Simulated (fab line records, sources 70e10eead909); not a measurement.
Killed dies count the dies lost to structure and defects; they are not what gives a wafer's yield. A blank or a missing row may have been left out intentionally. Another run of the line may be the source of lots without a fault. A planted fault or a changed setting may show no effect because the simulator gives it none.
The tool behind it: which one? ; flow nandHarc ; 42 wafers from 14 lots sampled at 5 of the route's 1302 steps

## WHAT THE GAUGES READ, wafer by wafer
NHARC_P_BONDPAD_THK_MEAS_20: measures by xrf. Usual: 161.3 nm for thkNm, sd 1.7.
lot;measured;on;thkNm (nm);flag
L422;day 6 23:10;filmMetro-02;163.7 161.4 163.2;
L423;day 7 11:08;filmMetro-02;161.2 160.4 162.9;
L424;day 8 04:43;filmMetro-02;162.1 160.9 163.0;
L425;day 8 08:29;filmMetro-02;160.7 163.1 159.5;
L426;day 8 20:11;filmMetro-01;161.8 162.9 162.1;
L427;day 9 04:15;filmMetro-01;158.2 159.4 160.2;
L428;day 9 16:19;filmMetro-02;159.2 162.4 162.2;
L429;day 10 08:40;filmMetro-01;162.5 161.9 161.0;
L438;day 13 19:49;filmMetro-01;160.2 162.1 161.9;
L440;day 14 11:56;filmMetro-01;158.9 161.4 164.1;
L439;day 14 12:16;filmMetro-02;159.6 160.8 158.8;
L442;day 15 17:06;filmMetro-02;160.7 163.2 159.7;
L443;day 16 00:41;filmMetro-02;161.3 158.6 157.9;
L444;day 16 13:40;filmMetro-02;162.7 159.9 161.0;

NHARC_A_ZERO_WELL_INSPECT_17. Usual: 11 for rawDefectCount, sd 5.7.
lot;measured;on;rawDefectCount;flag
L422;day 7 02:03;defectInspect-02;8 18 4;
L423;day 7 14:07;defectInspect-01;12 20 8;
L424;day 8 07:43;defectInspect-02;20 14 5;
L425;day 8 11:20;defectInspect-02;5 5 6;
L426;day 8 23:07;defectInspect-02;4 6 15;
L427;day 9 07:15;defectInspect-01;13 16 21;
L428;day 9 19:22;defectInspect-02;5 10 10;
L429;day 10 11:40;defectInspect-01;7 4 5;
L438;day 13 22:47;defectInspect-02;19 9 8;
L440;day 14 15:05;defectInspect-01;13 17 21;
L439;day 14 15:37;defectInspect-01;8 8 6;
L442;day 15 19:57;defectInspect-01;5 11 5;
L443;day 16 03:40;defectInspect-01;7 23 23;
L444;day 16 16:50;defectInspect-02;6 12 5;

NHARC_A_SOURCE_PLATE_THK_MEAS_09: measures by ellipsometry. Usual: 9.8 nm for thkNm, sd 1.
lot;measured;on;thkNm (nm);flag
L422;day 7 08:53;filmMetro-02;9.2 8.1 10.9;
L423;day 7 21:49;filmMetro-02;8.6 10.9 10.1;
L424;day 8 17:10;filmMetro-01;9.8 7.7 12.1;
L425;day 8 21:50;filmMetro-01;14.3 15.1 15.2;OFF
L426;day 9 07:17;filmMetro-01;8.8 9.7 8.6;
L427;day 9 19:10;filmMetro-02;14.2 16.6 17.3;OFF
L428;day 10 09:31;filmMetro-01;17.8 15.5 16.3;OFF
L429;day 10 18:28;filmMetro-02;9.5 9.1 12.0;
L438;day 14 06:07;filmMetro-01;10.1 9.3 10.5;
L440;day 14 21:53;filmMetro-01;10.4 10.9 9.1;
L439;day 14 21:53;filmMetro-02;9.5 11.0 10.1;
L442;day 16 02:49;filmMetro-01;10.5 10.4 10.1;
L443;day 16 12:08;filmMetro-02;9.9 10.6 8.3;
L444;day 17 00:07;filmMetro-01;8.9 9.2 8.7;

NHARC_A_ONON_D1_THK_MEAS_08: measures by ellipsometry. Usual: 1000 nm for thkNm, sd 8.1.
lot;measured;on;thkNm (nm);flag
L422;day 7 23:15;filmMetro-01;1013 1015 1014;
L423;day 8 12:15;filmMetro-02;1000 1000 1001;
L424;day 9 07:58;filmMetro-01;1000 997 1001;
L425;day 9 09:27;filmMetro-02;995 995 998;
L426;day 9 21:37;filmMetro-02;997 998 998;
L427;day 10 07:32;filmMetro-02;998 998 998;
L428;day 10 19:11;filmMetro-02;975 976 976;OFF
L429;day 11 08:54;filmMetro-01;1000 1001 1002;
L438;day 14 21:03;filmMetro-01;1008 1005 1006;
L440;day 15 12:49;filmMetro-01;999 998 998;
L439;day 15 12:48;filmMetro-01;995 996 994;
L442;day 16 17:29;filmMetro-01;1005 1005 1003;
L443;day 17 04:58;filmMetro-02;1007 1007 1007;
L444;day 17 14:56;filmMetro-02;1015 1014 1014;

## WHICH TOOL RAN EACH LOT (tool, then ch and the chambers of the sampled wafers, then the start)
lot;NHARC_A_SOURCE_PLATE_OXIDE_02
L422;furnace-04 ch 0, day 7 04:49
L423;furnace-01 ch 0, day 7 17:46
L424;furnace-04 ch 0, day 8 13:07
L425;furnace-04 ch 0, day 8 13:07
L426;furnace-04 ch 0, day 9 03:13
L427;furnace-04 ch 0, day 9 10:01
L428;furnace-04 ch 0, day 9 22:07 and furnace-05 ch 0, day 10 05:09
L429;furnace-04 ch 0, day 10 14:25
L438;furnace-01 ch 0, day 14 02:02
L440;furnace-04 ch 0, day 14 17:50
L439;furnace-04 ch 0, day 14 17:50
L442;furnace-04 ch 0, day 15 22:43
L443;furnace-04 ch 0, day 16 08:08
L444;furnace-01 ch 0, day 16 20:05
- NHARC_A_SOURCE_PLATE_OXIDE_02: material SiO2, target thk 10 nm, ox time 1362 s.

## AS READ BY THE TOOLS THEMSELVES (means over the sampled wafers that have a number; for cases with no such wafer, the mark the record gives instead)
The record holds no such reading with a usual standard deviation.

## THE ANSWER, worked out from the rows above alone
Rule: take the mean of a lot's wafers that have a number; if it is more than 3 standard deviations from the usual mean, the lot is off. Also off: a lot with no number at a reading for which 4 or more lots have one. The other lots that the step has rows for count as sound. The gauges are gone through in route order, then the tools' own readings, and for those a lot's mean is taken as printed above. At the first step where some lot is off, the reading lying furthest off is the one used; lots without a number count as furthest.
Off: L425, L427, L428, at NHARC_A_SOURCE_PLATE_THK_MEAS_09 (thkNm).
If a tool, at a process step before that reading, ran all the lots that are off and no sound lot after the first of them, it fits. Gauges at NHARC_A_SOURCE_PLATE_THK_MEAS_09: tried the same way as those tools. Of those tried, none fits.

## WHAT THE SIMULATOR HAD PUT IN
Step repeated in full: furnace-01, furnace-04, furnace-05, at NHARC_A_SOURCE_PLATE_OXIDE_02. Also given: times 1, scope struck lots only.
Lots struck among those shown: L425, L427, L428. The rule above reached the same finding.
